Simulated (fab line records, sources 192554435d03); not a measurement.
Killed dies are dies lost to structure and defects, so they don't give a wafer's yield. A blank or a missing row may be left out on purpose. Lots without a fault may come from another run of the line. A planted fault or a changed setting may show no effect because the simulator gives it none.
fab line records | flow n5_finfet
record lots=7 wafers=19 last_day=17
route steps=1938 shown MOL_CONTACT_COAG@630 BEOL_M0_SAQP@632 BEOL_M4@1111 PASSIVATION@1936
lots that met no fault: from a run of the same line without faults
start_h: hours from the record's first day to the start of the lot's first wafer shown | wait_h: hours since the lot's step before | " the same as in the row above | L1.1+2: a row that stands for several wafers | - no value, or no start given | * or withheld: withheld | < > ~ a bound
route shown NAME@n: a module of which the file shows steps, and the number in the route of the first | usual: mean/standard deviation of fault-free wafers | same: alike in all rows | chamber/n: place in a boat | sites: the reading at each site | _std_site: their standard deviation | _edge_site: outer sites' mean less inner sites' | radius_mm: how far each site lies from the wafer's centre | mask NAME#n: copy n | behind: the tool/chamber that last shaped the wafer | hold: why the lot was held/for how many hours/how that ended | device: the transistor (n, p or np) that didn't switch | end of line: the same wafers' tests at the end of the route | a step without rows: its recipe alone | killed: dies lost to structure and defects at the first sort, not the wafer's yield | map: a wafer's dies, x killed, . not, _ none there
set.NAME: the setting as run; set.NAME@STEP: as run at that earlier step | model.NAME: the simulator's own value behind a step, which no gauge read
lots at some steps of the route; a table a step, a row a wafer
services: from which hour (start_h, from the record's first day; less than 0 if before it) a tool's chamber was out of use, for how many hours, and why
## steps
# step N5_MOL_CONTACT_COAG_INSPECT_97
# recipe inspect_instrument=darkfield mode=post_anneal
# usual raw_defect_count=42/14
# columns lot.wafer tool chamber start_h wait_h raw_defect_count
L208.1 defect_inspect-01 - 122.51 0.0 57
L208.5 " - " " 72
L208.6 " - " " 42
L211.1 defect_inspect-02 - 138.19 0.0 29
L211.2 " - " " 46
L211.6 " - " " 14
L218.4 defect_inspect-02 - 189.47 0.1 20
L218.5 " - " " 37
L218.6 " - " " 56
L223.1 defect_inspect-01 - 216.13 0.0 27
L223.6 " - " " 30
L224.1 defect_inspect-02 - 221.36 0.0 36
L224.2 " - " " 67
L225.2 defect_inspect-02 - 228.03 0.0 29
L225.5 " - " " 20
L225.6 " - " " 31
L227.2 defect_inspect-01 - 242.16 0.0 34
L227.4 " - " " 43
L227.5 " - " " 47
# step N5_BEOL_M0_SAQP_PECVD_00
# recipe material=SiCN target_thk_a=80 temp_c=withheld precursor=3MS/NH3 pressure_torr=3 rf_w=202 time_s=14
# usual showerhead_plenum_p_Torr=3.666/0.013 throttle_valve_pct=9.0/0.58
# columns lot.wafer tool chamber start_h wait_h showerhead_plenum_p_Torr throttle_valve_pct
L208.1 pecvd-01 2 122.85 0.2 3.656 8.5
L208.5 " 2 " " 3.665 8.3
L208.6 " 1 " " 3.670 8.7
L211.1 pecvd-04 2 138.53 0.2 3.670 9.4
L211.2 " 1 " " 3.669 8.3
L211.6 " 2 " " 3.674 9.2
L218.4 pecvd-01 0 189.77 0.1 3.676 9.6
L218.5 " 1 " " 3.673 9.0
L218.6 " 2 " " 3.654 8.4
L223.1 pecvd-01 0 216.47 0.2 3.679 9.7
L223.6 " 1 " " 3.663 8.8
L224.1 pecvd-01 0 221.70 0.2 3.666 9.3
L224.2 " 1 " " 3.670 9.0
L225.2 pecvd-01 0 228.35 0.2 3.678 9.8
L225.5 " 2 " " 3.652 8.7
L225.6 " 1 " " 3.671 8.8
L227.2 pecvd-02 1 242.47 0.2 3.665 9.5
L227.4 " 2 " " 3.675 8.4
L227.5 " 0 " " 3.639 9.9
# step N5_BEOL_M0_SAQP_ILD_DEP_01
# recipe material=SiOC target_thk_a=454.19 temp_c=350 precursor=DEMS/O2 pressure_torr=5 rf_w=500 time_s=8.7
# usual heater_power_outer_w=259/51 heater_power_w=483/80 showerhead_plenum_p_Torr=5.697/0.015 susceptor_temp_C=350.01/0.2 throttle_valve_pct=11.9/0.76
# columns lot.wafer tool chamber start_h wait_h heater_power_outer_w heater_power_w showerhead_plenum_p_Torr susceptor_temp_C throttle_valve_pct
L208.1 pecvd-01 2 122.87 0.0 225 474 5.684 350.16 11.4
L208.5 " 2 " " 228 476 5.693 349.75 11.5
L208.6 " 1 " " 218 401 5.698 349.58 12.0
L211.1 pecvd-04 2 138.56 0.0 236 425 5.695 350.16 12.6
L211.2 " 1 " " 327 558 5.689 350.43 10.8
L211.6 " 2 " " 231 425 5.706 349.81 12.4
L218.4 pecvd-01 0 189.80 0.0 283 558 5.719 349.90 12.8
L218.5 " 1 " " 214 395 5.701 350.21 11.8
L218.6 " 2 " " 208 457 5.705 350.26 11.2
L223.1 pecvd-01 0 216.49 0.0 237 482 5.715 349.90 12.9
L223.6 " 1 " " 261 473 5.695 350.01 11.9
L224.1 pecvd-01 0 221.72 0.0 293 539 5.702 350.06 12.5
L224.2 " 1 " " 225 407 5.703 350.37 11.8
L225.2 pecvd-01 0 228.37 0.0 271 510 5.722 350.24 12.8
L225.5 " 2 " " 199 456 5.695 350.06 11.2
L225.6 " 1 " " 221 404 5.687 349.69 11.7
L227.2 pecvd-02 1 242.50 0.0 262 471 5.685 350.30 12.6
L227.4 " 2 " " 225 386 5.699 350.02 11.1
L227.5 " 0 " " 378 661 5.698 350.02 13.0
# step N5_BEOL_M0_SAQP_HM_DEP_02
# recipe material=TiN target_thk_a=120 temp_c=25 chamber_pressure_pa=0.49996
# usual susceptor_temp_C=24.99/0.12 throttle_valve_pct=30.2/0.92
# columns lot.wafer tool chamber start_h wait_h susceptor_temp_C throttle_valve_pct
L208.1 pvd_sputter-03 - 123.72 0.8 24.88 30.6
L208.5 " - " " 24.92 30.5
L208.6 " - " " 24.87 30.9
L211.1 pvd_sputter-03 - 139.36 0.8 25.05 30.5
L211.2 " - " " 24.96 28.4
L211.6 " - " " 24.98 30.3
L218.4 pvd_sputter-01 - 192.29 2.5 24.99 28.9
L218.5 " - " " 25.15 31.2
L218.6 " - " " 24.84 31.7
L223.1 pvd_sputter-01 - 217.64 1.1 24.95 30.3
L223.6 " - " " 25.05 31.6
L224.1 pvd_sputter-01 - 221.78 0.0 25.15 31.5
L224.2 " - " " 25.21 31.1
L225.2 pvd_sputter-01 - 228.84 0.4 25.22 30.3
L225.5 " - " " 24.80 31.7
L225.6 " - " " 25.23 31.2
L227.2 pvd_sputter-02 - 243.04 0.5 24.72 31.4
L227.4 " - " " 24.99 30.1
L227.5 " - " " 24.73 30.4
# step N5_BEOL_M0_SAQP_PECVD_03
# recipe material=SiCN target_thk_a=120 temp_c=withheld precursor=3MS/NH3 pressure_torr=3 rf_w=202 time_s=21.1
# step N5_BEOL_M0_SAQP_PECVD_96
# recipe material=a-Si target_thk_a=450 temp_c=350 precursor=SiH4/He pressure_torr=3 rf_w=100 time_s=45.2
# usual heater_power_outer_w=365/49 heater_power_w=622/78 showerhead_plenum_p_Torr=5.67/0.048 susceptor_temp_C=350.00/0.18 throttle_valve_pct=18.2/1.2
# columns lot.wafer tool chamber start_h wait_h heater_power_outer_w heater_power_w showerhead_plenum_p_Torr susceptor_temp_C throttle_valve_pct
L208.1 pecvd-02 2 123.87 0.0 310 493 5.70 349.81 16.5
L208.5 " 2 " " 311 527 5.71 350.29 16.7
L208.6 " 1 " " 342 589 5.65 350.17 19.6
L211.1 pecvd-01 2 139.51 0.0 332 627 5.66 350.22 17.2
L211.2 " 0 " " 387 659 5.70 349.85 19.3
L211.6 " 1 " " 382 625 5.67 349.80 18.0
L218.4 pecvd-01 2 192.46 0.0 314 604 5.65 349.96 17.5
L218.5 " 1 " " 374 591 5.69 350.08 17.9
L218.6 " 0 " " 350 654 5.71 350.18 19.2
L223.1 pecvd-01 2 217.79 0.0 346 644 5.67 349.92 17.6
L223.6 " 0 " " 389 674 5.70 350.08 19.0
L224.1 pecvd-02 2 221.93 0.0 300 482 5.70 350.09 16.8
L224.2 " 1 " " 324 568 5.65 349.80 19.2
L225.2 pecvd-02 2 228.99 0.0 306 488 5.70 349.78 16.7
L225.5 " 1 " " 333 579 5.65 349.61 19.4
L225.6 " 2 " " 302 493 5.69 349.81 16.8
L227.2 pecvd-01 0 243.19 0.0 374 680 5.70 350.32 19.4
L227.4 " 0 " " 384 675 5.71 350.08 19.4
L227.5 " 2 " " 293 553 5.66 349.99 17.4
# step N5_BEOL_M0_SAQP_PECVD_97
# recipe material=SiNx target_thk_a=230 temp_c=350 precursor=SiH4/NH3/N2 pressure_torr=1.5 rf_w=300 time_s=19.9
# step N5_BEOL_M0_SAQP_PECVD_04
# recipe material=a-Si target_thk_a=600 temp_c=350 precursor=SiH4/He pressure_torr=3 rf_w=100 time_s=60.2
# usual heater_power_outer_w=359/50 heater_power_w=614/76 showerhead_plenum_p_Torr=5.67/0.05 susceptor_temp_C=350.01/0.2 throttle_valve_pct=18.2/1.2
# columns lot.wafer tool chamber start_h wait_h heater_power_outer_w heater_power_w showerhead_plenum_p_Torr susceptor_temp_C throttle_valve_pct
L208.1 pecvd-02 2 123.96 0.0 323 513 5.70 349.80 16.6
L208.5 " 2 " " 325 513 5.72 350.11 16.4
L208.6 " 1 " " 366 614 5.64 349.67 19.4
L211.1 pecvd-01 2 139.60 0.0 300 565 5.66 350.20 17.2
L211.2 " 0 " " 322 590 5.69 350.05 19.6
L211.6 " 1 " " 341 561 5.69 350.02 18.0
L218.4 pecvd-01 2 192.55 0.0 293 550 5.66 350.22 17.5
L218.5 " 1 " " 376 606 5.68 350.17 17.8
L218.6 " 0 " " 367 649 5.70 349.80 19.4
L223.1 pecvd-01 2 217.88 0.0 300 592 5.65 349.85 17.5
L223.6 " 0 " " 391 665 5.70 349.90 19.4
L224.1 pecvd-02 2 222.01 0.0 312 503 5.71 349.60 16.6
L224.2 " 1 " " 334 567 5.66 349.93 19.5
L225.2 pecvd-02 2 229.07 0.0 319 491 5.70 350.47 16.6
L225.5 " 1 " " 327 581 5.66 350.19 19.3
L225.6 " 2 " " 319 505 5.70 350.19 16.9
L227.2 pecvd-01 0 243.28 0.0 313 571 5.70 350.43 19.4
L227.4 " 0 " " 316 587 5.73 350.41 19.2
L227.5 " 2 " " 286 545 5.66 350.22 17.5
# step N5_BEOL_M0_SAQP_THK_MEAS_05
# usual thk_nm=60.0/0.68
# columns lot.wafer tool chamber start_h wait_h thk_nm
L208.1 film_metro-02 - 124.05 0.1 59.7
L208.5 " - " " 60.1
L208.6 " - " " 60.9
L211.1 film_metro-01 - 139.69 0.1 59.9
L211.2 " - " " 58.9
L211.6 " - " " 61.1
L218.4 film_metro-02 - 192.62 0.0 60.6
L218.5 " - " " 60.1
L218.6 " - " " 60.6
L223.1 film_metro-01 - 217.97 0.1 59.0
L223.6 " - " " 60.2
L224.1 film_metro-01 - 222.11 0.1 59.3
L224.2 " - " " 59.7
L225.2 film_metro-02 - 229.17 0.1 58.9
L225.5 " - " " 59.7
L225.6 " - " " 60.4
L227.2 film_metro-01 - 243.37 0.1 59.9
L227.4 " - " " 60.8
L227.5 " - " " 60.8
# step N5_BEOL_M0_SAQP_HM_DEP_111
# recipe material=SiO2 target_thk_a=120 temp_c=400 precursor=SiH4/N2O pressure_torr=0.75 rf_w=275 time_s=7.2
# step N5_BEOL_M0_SAQP_COAT_81
# recipe resist=SOC temp_c=250 time_s=60 spin_rpm=1500 resist_thk_nm=100
# step N5_BEOL_M0_SAQP_COAT_82
# recipe resist=SiARC temp_c=220 time_s=60 spin_rpm=1500 resist_thk_nm=30
# usual heater_power_total_W=427.8/2.2 run_length_s=66.24/0.19
# columns lot.wafer tool chamber start_h wait_h heater_power_total_W run_length_s
L208.1 litho_track-02 0 124.17 - 428.9 66.16
L208.5 " 0 " " 430.8 66.36
L208.6 " 0 " " 430.4 66.11
L211.1 litho_track-01 0 139.81 - 426.5 66.27
L211.2 " 0 " " 427.0 66.32
L211.6 " 0 " " 429.0 66.32
L218.4 litho_track-01 0 192.74 - 424.9 66.43
L218.5 " 0 " " 496.1 53.23
L218.6 " 0 " " 429.7 66.59
L223.1 litho_track-01 0 218.09 - 501.5 53.23
L223.6 " 0 " " 426.7 66.27
L224.1 litho_track-01 0 222.22 - 502.0 53.28
L224.2 " 0 " " 425.1 66.34
L225.2 litho_track-04 0 229.31 - 430.4 66.23
L225.5 " 0 " " 426.0 66.33
L225.6 " 0 " " 427.4 66.11
L227.2 litho_track-04 0 243.49 - 431.0 66.13
L227.4 " 0 " " 429.7 66.01
L227.5 " 0 " " 426.2 65.95
# step N5_BEOL_M0_SAQP_COAT_08
# recipe resist=CAR-ArF spin_rpm=1500 resist_thk_nm=90
# step N5_BEOL_M4_RC_MEAS_101
# usual DIBL_N=36.3/1.4 DIBL_P=36.2/1.5 IOFF_N=0.160/0.021 IOFF_P=0.211/0.027 ION_N=676/7.7 ION_P=463/5.5 SS_N=71.4/0.57 SS_P=73.3/0.58 VT_N=249.3/2.5 VT_P=-250.1/2.6
# columns lot.wafer tool chamber start_h wait_h DIBL_N[mV/V] DIBL_P[mV/V] IOFF_N[nA/um] IOFF_P[nA/um] ION_N[uA/um] ION_P[uA/um] SS_N[mV/dec] SS_P[mV/dec] VT_N[mV] VT_P[mV]
L208.1 prober-02 0 183.55 0.0 39.3 40.3 0.204 0.276 684 468 72.2 74.4 247.3 -245.4
L208.5 " 0 " " 37.5 37.0 0.157 0.220 679 463 71.8 74.5 250.5 -245.8
L208.6 " 0 " " 37.5 37.4 0.174 0.225 678 458 71.0 74.0 248.4 -248.4
L211.1 prober-01 0 204.77 0.0 37.8 36.9 0.139 0.218 661 465 71.1 73.7 253.0 -249.2
L211.2 " 0 " " 36.9 35.6 0.127 0.201 669 456 71.6 72.7 254.3 -251.7
L211.6 " 0 " " 38.3 36.7 0.145 0.214 666 457 71.7 72.5 251.2 -251.0
L218.4 prober-01 0 261.02 0.5 35.5 35.5 0.155 0.215 680 468 71.2 73.2 253.7 -250.6
L218.5 " 0 " " 34.2 35.0 0.144 0.199 676 468 70.8 72.9 249.9 -249.5
L218.6 " 0 " " 35.5 35.8 0.159 0.211 679 468 71.2 73.4 251.2 -249.6
L224.1 prober-02 0 276.11 0.0 35.1 33.6 0.140 0.178 667 459 70.2 72.8 251.3 -250.3
L224.2 " 0 " " 34.5 33.4 0.134 0.177 673 460 70.6 72.8 250.8 -250.7
L223.1 prober-02 0 283.45 0.0 36.4 35.3 0.161 0.211 683 469 70.4 72.6 246.2 -251.2
L223.6 " 0 " " 36.0 35.6 0.173 0.221 689 472 71.1 73.3 244.2 -249.5
L225.2 prober-02 0 297.07 0.2 36.4 37.7 0.155 0.221 668 462 71.0 73.7 248.5 -249.1
L225.5 " 0 " " 34.5 35.2 0.124 0.180 679 466 70.7 72.7 250.1 -251.3
L225.6 " 0 " " 34.5 36.1 0.126 0.186 667 460 71.2 73.0 251.4 -252.6
L227.2 prober-01 0 308.47 0.2 35.3 35.3 0.154 0.207 680 471 71.7 73.1 250.3 -251.8
L227.4 " 0 " " 34.4 34.6 0.138 0.186 663 460 70.7 72.6 254.1 -249.7
L227.5 " 0 " " 36.3 36.6 0.164 0.222 673 463 72.2 73.5 249.9 -250.5
# step N5_PASSIVATION_PROBE_49
# usual defect_limited_yield=91.3/1.4 killed_at_M0_to_M3=34/10 killed_at_M4_up=13/4.8 killed_at_contacts=12/6.1 killed_at_front_end=40/11 killed_at_other=3.7/2.8 killed_dies=103/16 killed_open=67/12 killed_short=34/7.4 sort_bin_5_function=5.1/0.95 sort_bin_6_memory=3.2/0.62 sort_n_pass=1077/16 sort_yield_pct=91.3/1.4
# same gross_dies=1180 killed_at_back_side=0 sort_bin_4_leakage[%]=0 sort_bin_8_speed[%]=0
# columns lot.wafer tool chamber start_h wait_h defect_limited_yield[%] killed_at_M0_to_M3 killed_at_M4_up killed_at_contacts killed_at_front_end killed_at_other killed_dies killed_open killed_short sort_bin_5_function[%] sort_bin_6_memory[%] sort_n_pass sort_yield_pct[%]
L208.1 prober-02 - 285.53 0.0 89.5 32 14 12 63 3 124 86 37 6.4 3.7 1056 89.5
L208.5 prober-02 - 285.73 0.2 91.1 45 22 7 24 7 105 77 28 5.7 2.9 1075 91.1
L208.6 prober-02 - 285.78 0.3 90.3 30 16 18 44 6 114 80 30 5.6 3.7 1066 90.3
# killed by level:class
L208.1 STI_FIN_REVEAL:geometric_particle:open=17 FIN_SAQP:geometric_particle:open=15 FIN_SAQP:geometric_particle:short=10 MOL_CONTACT_COAG:geometric_particle:open=10 BEOL_M2:geometric_particle:open=8 BEOL_M0:geometric_particle:open=6 STI_FIN_REVEAL:geometric_particle:short=5 BEOL_M1:geometric_particle:short=5
L208.5 BEOL_M4:geometric_particle:open=12 BEOL_M0:geometric_particle:open=11 BEOL_M0_SAQP:geometric_particle:open=8 BEOL_M0_SAQP:geometric_particle:short=8 MOL_CONTACT_COAG:geometric_particle:open=6 STI_FIN_REVEAL:geometric_particle:open=5 BEOL_M2:geometric_particle:open=5 FIN_SAQP:geometric_particle:open=4
L208.6 MOL_CONTACT_COAG:geometric_particle:open=14 FIN_SAQP:geometric_particle:open=13 GATE_CUT:geometric_particle:open=8 BEOL_M4:geometric_particle:open=8 FIN_SAQP:geometric_particle:short=5 BEOL_M1:geometric_particle:open=5 GATE_CUT:geometric_particle:short=4 MOL_CONTACT_COAG:geometric_particle:short=4
## services
# columns tool chamber start_h hours kind
pecvd-02 2 117.89 5.5 scheduled_down
pecvd-04 - 121.24 0.4 repair
pecvd-01 - 145.65 1.2 repair
pvd_sputter-02 - 153.37 1.0 repair
pecvd-01 - 154.03 5.5 pm
pvd_sputter-03 - 169.70 3.3 repair
pecvd-02 - 189.03 6.0 pm
pecvd-04 2 202.38 - clean
pecvd-04 2 202.38 - consumable_replace:showerhead
pecvd-04 2 202.38 29.0 scheduled_down
pecvd-04 2 202.38 29.0 vent_cycle
litho_track-02 - 226.17 - consumable_replace:filter
pecvd-01 2 240.38 2.1 scheduled_down
## key
first_sign step=N5_BEOL_M0_SAQP_COAT_82 reading=run_length_s direction=down sigmas=69 usual=* struck=*
effect step=N5_BEOL_M0_SAQP_COAT_82 reading=heater_power_total_W direction=up sigmas=32 usual=* struck=*
met_at N5_BEOL_M0_SAQP_COAT_82
struck_wafers L218.5,L223.1,L224.1
onset_between 139.81 192.74
fault kind=process_parameter_drift tool=litho_track-01 chamber=- onset_h=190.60 steps=N5_BEOL_M0_SAQP_COAT_82 channel=time_s offset=* shape=step end_h=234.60 scope=struck_wafers_only acts_in=* stated=*
